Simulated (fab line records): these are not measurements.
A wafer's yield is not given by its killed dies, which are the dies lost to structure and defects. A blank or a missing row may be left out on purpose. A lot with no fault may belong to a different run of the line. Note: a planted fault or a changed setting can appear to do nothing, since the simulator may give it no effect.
Code-filled problem report in 8D (eight disciplines) form    flow n5-finfet    the parts of the form that need people (team, actions taken, sign-off) are left out

1. WHAT WENT WRONG
Mean of spin-speed-rpm at N5_SD_EPI_N_COAT_03: 1758.6 rpm across 6 wafers in 2 lots; on wafers with no fault it is 1499.9 rpm (standard deviation 0.81). That is +99 or more standard deviations from the usual mean.
The step: resist thk 150 nm.
First observed at day 4 18:29: wafer L447.2, on litho-track-03. The record holds 18 wafers of 6 lots with a number at this step. Rule for "out", or "out of limits": more than 4 standard deviations from the usual mean. All remaining wafers that have a number are taken as sound.

2. WHAT IT IS, AND WHAT IT ISN'T
question                     is                      is not
which readings at this step  spin-speed-rpm          -
which lots                   L447, L448              L442, L455, L457, L463
which wafers of those lots   all that have a number  -
read on which tools          litho-track-03          litho-track-02, litho-track-04
when                         from day 4 18:29        up to then (3 sound wafers); but 9 sound wafers of L455, L457, L463 came after

3. WHAT RULES OUT EACH SUSPECT
Counting: a tool stays on the suspect list if, at a process step up to the reading, it processed all lots that are out and no sound lot following the first of them.
- litho-track-03 at N5_SD_EPI_N_COAT_03 (resist thk 150 nm): kept. It processed each lot that is out, first L447 at day 4 18:29, and no sound lot thereafter; up to then, the last sound lot it processed was L442 at day 3 13:17. Out on those wafers are its own readings of spin-speed-rpm.
The count leaves litho-track-03 at N5_SD_EPI_N_COAT_03.

4. THE CAUSE (what the simulator had put in)
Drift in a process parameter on litho-track-03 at N5_SD_EPI_N_COAT_03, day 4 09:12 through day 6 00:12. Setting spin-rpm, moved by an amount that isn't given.
Only this tool survived the counting.

5. THE EFFECT CHAIN, in route order
Rows list readings where the struck wafers' mean (over those with a number) sits beyond 3 standard deviations from the usual. Only readings whose record carries a usual standard deviation are examined. hours: median over the lots of the time between each lot's start at the first step of this table that gives one and its start at this step. sigmas: the change, counted in usual standard deviations.
hours  step                 reading         usual       on struck wafers  change  sigmas
0      N5_SD_EPI_N_COAT_03  spin-speed-rpm  1499.9 rpm  1758.6            +258.7  +99 or more
Its process steps:
- N5_SD_EPI_N_COAT_03: resist thk 150 nm.
Later steps that measure or inspect, where all struck wafers having a row at the step show a number for every such reading and not one has moved that far: N5_SD_EPI_N_CD_MEAS_09, N5_SD_EPI_N_OVL_MEAS_10, N5_SD_EPI_N_INSPECT_11, N5_BEOL_M4_RC_MEAS_101.

6. HOW IT WOULD HAVE BEEN CAUGHT EARLIER
9 hours passed between the start of the fault at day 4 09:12 and the first reading out of limits in this record, taken at day 4 18:29.
